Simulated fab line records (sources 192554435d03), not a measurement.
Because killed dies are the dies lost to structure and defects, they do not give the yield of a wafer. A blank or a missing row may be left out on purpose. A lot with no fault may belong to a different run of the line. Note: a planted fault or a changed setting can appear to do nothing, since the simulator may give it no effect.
A struck lot beside a sound one / flow n5_finfet / 14 steps out of a route of 1938
Sound: wafers L731.2, L731.3, L731.5. Struck: wafer L740.5. (L740.1, L740.4 of the same lot were not struck and are left out.) The cause comes at the end.
For every step that has rows: the tool of each side, followed by ch and its chambers, followed by its first start. Under that, the readings that differ: sound wafers / struck wafers / difference of the means / sigmas: that difference in standard deviations of wafers without a fault.
alike: a reading whose means differ by less than 2 such deviations, as well as words and numbers matching on both sides. not compared: withheld readings; readings where some wafer has no value; bounds like >300 that might hide an equal value; numbers whose values overlap and for which the record gives no deviation.
The two part at a step that has a row with sigmas, a row that says differs or no value, or rows on one side only. Numbers that don't overlap but have no deviation are shown without sigmas and don't part them. Lack of a reading on every wafer of one side parts them only where that side has two or more wafers.

first, 2 steps without rows for these wafers: N5_BEOL_M14_PRECLEAN_39 (cleans in residue remover, time 60 s); N5_BEOL_M14_SRD_40 (time 30 s, dry time 30 s).
N5_BEOL_M14_DEGAS_41: time 60 s.
  sound on pvd_sputter-03 at day 12 04:38; struck on pvd_sputter-03 at day 16 15:03
reading=heater_power_w (W); sound=396 470 433; struck=518; difference=+85; sigmas=+2
N5_BEOL_M14_PRE_CLEAN_42: time 30 s.
  sound on pvd_sputter-03 at day 12 04:40; struck on pvd_sputter-03 at day 16 15:05
reading=heater_power_w (W); sound=393 479 435; struck=525; difference=+89; sigmas=+2
N5_BEOL_M14_SPUTTER_43: material TaN, target thk 15 nm, time 24.19 s.
  sound on pvd_sputter-03 at day 12 04:43; struck on pvd_sputter-03 at day 16 15:08
  alike: substrate_temp_c, throttle_valve_pct
N5_BEOL_M14_SPUTTER_44: material Ta, target thk 15 nm, time 24.19 s.
  sound on pvd_sputter-03 at day 12 04:47; struck on pvd_sputter-03 at day 16 15:13
  alike: substrate_temp_c, throttle_valve_pct
N5_BEOL_M14_SPUTTER_45: material Cu, target thk 100 nm, time 16.67 s.
  sound on pvd_sputter-03 at day 12 04:52; struck on pvd_sputter-03 at day 16 15:17
  alike: substrate_temp_c, throttle_valve_pct
then, 3 steps without rows for these wafers: N5_BEOL_M14_ECD_47 (material Cu, target thk 1248 nm); N5_BEOL_M14_ANNEAL_48 (time 90 s); N5_BEOL_M14_CMP_49 (polishes, stops on SiO2, t overpolish 5.2 s, target thk 560 nm).
N5_BEOL_M14_THK_MEAS_50: measures by xrf.
  sound on film_metro-02 at day 12 05:46; struck on film_metro-02 at day 16 16:11
  alike: M14_THK
then, 1 step without rows for these wafers: N5_BEOL_M14_PRE_CLEAN_52 (time 15 s).
N5_BEOL_M14_DEP_53: deposits SiCN from 3MS/NH3, target thk 50 nm, time 17.8 s.
  sound on pecvd-03 ch 0,1, day 12 05:50; struck on pecvd-02 ch 0, day 16 16:15
reading=model.SiCN_of_BEOL_M14_DEP_53.thk_nm (nm); sound=50 50.2 50.6; struck=32.8; difference=-17.5; sigmas=
  alike: showerhead_plenum_p_Torr, throttle_valve_pct
N5_BEOL_M14_RS_MEAS_54: the measuring method here is four-point-probe.
  sound on film_metro-02 at day 12 05:56; struck on film_metro-02 at day 16 16:19
  alike: M14_RS

== WHERE THEY PART ==
First at N5_BEOL_M14_DEGAS_41; last, within this record, at N5_BEOL_M14_PRE_CLEAN_42. Later steps at which nothing parts them and some readings are alike: N5_BEOL_M14_SPUTTER_43, N5_BEOL_M14_SPUTTER_44, N5_BEOL_M14_SPUTTER_45, N5_BEOL_M14_THK_MEAS_50, N5_BEOL_M14_DEP_53, N5_BEOL_M14_RS_MEAS_54.

WHY: what had been put in by the simulator
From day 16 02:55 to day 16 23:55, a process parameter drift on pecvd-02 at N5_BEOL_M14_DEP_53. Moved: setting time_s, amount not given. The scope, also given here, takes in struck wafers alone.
